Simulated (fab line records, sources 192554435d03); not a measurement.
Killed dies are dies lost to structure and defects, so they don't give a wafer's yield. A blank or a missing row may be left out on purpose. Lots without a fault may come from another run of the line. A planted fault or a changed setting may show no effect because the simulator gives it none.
A struck lot beside a sound one | flow n5_finfet | 15 steps out of a route of 1938
Sound: wafers L777.2, L777.4, L777.5. Struck: wafer L778.2. (L778.4 of the same lot was not struck and is left out.) The cause comes at the end.
At each step with rows: each side's tool, then ch and its chambers, then its first start. Under that, the readings that differ: sound wafers | struck wafers | difference of the means | sigmas: that difference in standard deviations of wafers without a fault.
alike: readings whose means differ by less than 2 such deviations, and words and numbers that are the same on both sides. not compared: withheld readings, readings that some wafer has no value for, bounds like >300 that may hide the same value, and numbers for which the record gives no deviation and whose values overlap.
The two part at a step that has a row with sigmas, a row that says differs or no value, or rows on one side only. Numbers that don't overlap but have no deviation are shown without sigmas and don't part them. A reading that every wafer of one side lacks parts them only if that side has two wafers or more.

first, 1 step without rows for these wafers: N5_FIN_CUT_STRIP_31 (strips in N2/H2).
N5_FIN_CUT_STRIP_24: strips in CF4.
  sound on rie_diel-05 ch 0,2, day 4 18:34; struck on rie_diel-01 ch 2, day 4 23:05
  reading               | sound          | struck | difference | sigmas
  oes_product_au (a.u.) | 0.72 0.68 0.72 | 0.92   | +0.21      | +2
  alike: chamber_pressure_mTorr, drypump_motor_current_A, rf_vpp_V, showerhead_plenum_p_Torr, throttle_valve_pct
  not compared: rf_hours_counter_h
N5_FIN_CUT_CUT_ETCH_26: etches SiNx in CH3F/O2, target depth 39 nm, time 55.7 s.
  sound on rie_diel-05 ch 0,2, day 4 18:35; struck on rie_diel-01 ch 2, day 4 23:06
  reading                         | sound          | struck | difference | sigmas
  oes_product_au (a.u.)           | 0.74 0.67 0.74 | 0.93   | +0.21      | +2
  showerhead_plenum_p_Torr (Torr) | 2.09 2.04 2.09 | 1.97   | -0.10      | -2
  alike: O2_flow_sccm, chamber_pressure_mTorr, drypump_motor_current_A, rf_vpp_V, throttle_valve_pct
  not compared: rf_hours_counter_h
N5_FIN_CUT_CUT_ETCH_27: etches SiO2 in CHF3/O2, target depth 4 nm, overetch 2 nm, time 4.9 s.
  sound on rie_diel-05 ch 0,2, day 4 18:37; struck on rie_diel-01 ch 2, day 4 23:08
  reading                         | sound          | struck | difference | sigmas
  oes_product_au (a.u.)           | 0.58 0.54 0.58 | 0.73   | +0.16      | +2
  showerhead_plenum_p_Torr (Torr) | 2.51 2.45 2.51 | 2.38   | -0.11      | -2
  alike: O2_flow_sccm, chamber_pressure_mTorr, drypump_motor_current_A, rf_vpp_V, throttle_valve_pct
  not compared: rf_hours_counter_h
then, 2 steps without rows for these wafers: N5_FIN_CUT_PRECLEAN_35 (cleans in vHF, time 13.3 s); N5_FIN_CUT_CUT_ETCH_15 (etches Si in HBr/Cl2/O2, target depth 100 nm, bt time 10 s, time 42.4 s).
N5_FIN_CUT_CUT_ETCH_28: etches Si in HBr/Cl2/O2, target depth 6 nm, time 2.4 s.
  sound on rie_si-01 ch 0,1,2, day 4 18:50; struck on rie_si-01 ch 2, day 4 23:21
  reading                        | sound             | struck | difference | sigmas
  chamber_pressure_mTorr (mTorr) | 9.993 9.989 9.992 | 10.009 | +0.018     | +2
  alike: O2_flow_sccm, drypump_motor_current_A, he_backside_leak_sccm, oes_product_au, throttle_valve_pct
  not compared: rf_hours_counter_h
N5_FIN_CUT_STRIP_22: strips in N2/H2.
  sound on rie_diel-04 ch 1,3, day 4 18:53; struck on rie_diel-05 ch 0, day 4 23:25
  alike: chamber_pressure_mTorr, drypump_motor_current_A, h2_flow_sccm, oes_product_au, rf_vpp_V, showerhead_plenum_p_Torr, throttle_valve_pct
  not compared: rf_hours_counter_h
then, 3 steps without rows for these wafers: N5_FIN_CUT_PRECLEAN_36 (cleans in O3/DIW, time 60 s); N5_FIN_CUT_SRD_32 (time 30 s); N5_FIN_CUT_UV_OZONE_34 (time 120 s).
N5_FIN_CUT_INSPECT_17: inspects for defects (brightfield).
  sound on defect_inspect-01, day 4 19:04; struck on defect_inspect-02, day 4 23:35
  alike: raw_defect_count
N5_STI_FIN_REVEAL_ALD_00: deposits SiO2, target thk 1 nm, pulse time 1 s.
  sound on ald_sin-04 ch 0,1, day 4 21:00; struck on ald_sin-01 ch 1, day 5 00:28
  reading                                         | sound             | struck | difference | sigmas
  precursor_pulse_height_rel                      | 1.001 1.012 0.999 | 0.963  | -0.041     | -2
  model.SiO2_of_STI_FIN_REVEAL_ALD_00.thk_nm (nm) | 1 1 1             | 1.4    | +0.4       |
  alike: heater_power_outer_w, heater_power_w
then, 2 steps without rows for these wafers: N5_STI_FIN_REVEAL_ALD_14 (deposits Si3N4, target thk 3 nm); N5_PASSIVATION_PROBE_49.

WHERE THEY PART
First at N5_FIN_CUT_STRIP_24; last, within this record, at N5_STI_FIN_REVEAL_ALD_00.

WHY: what the simulator had put in
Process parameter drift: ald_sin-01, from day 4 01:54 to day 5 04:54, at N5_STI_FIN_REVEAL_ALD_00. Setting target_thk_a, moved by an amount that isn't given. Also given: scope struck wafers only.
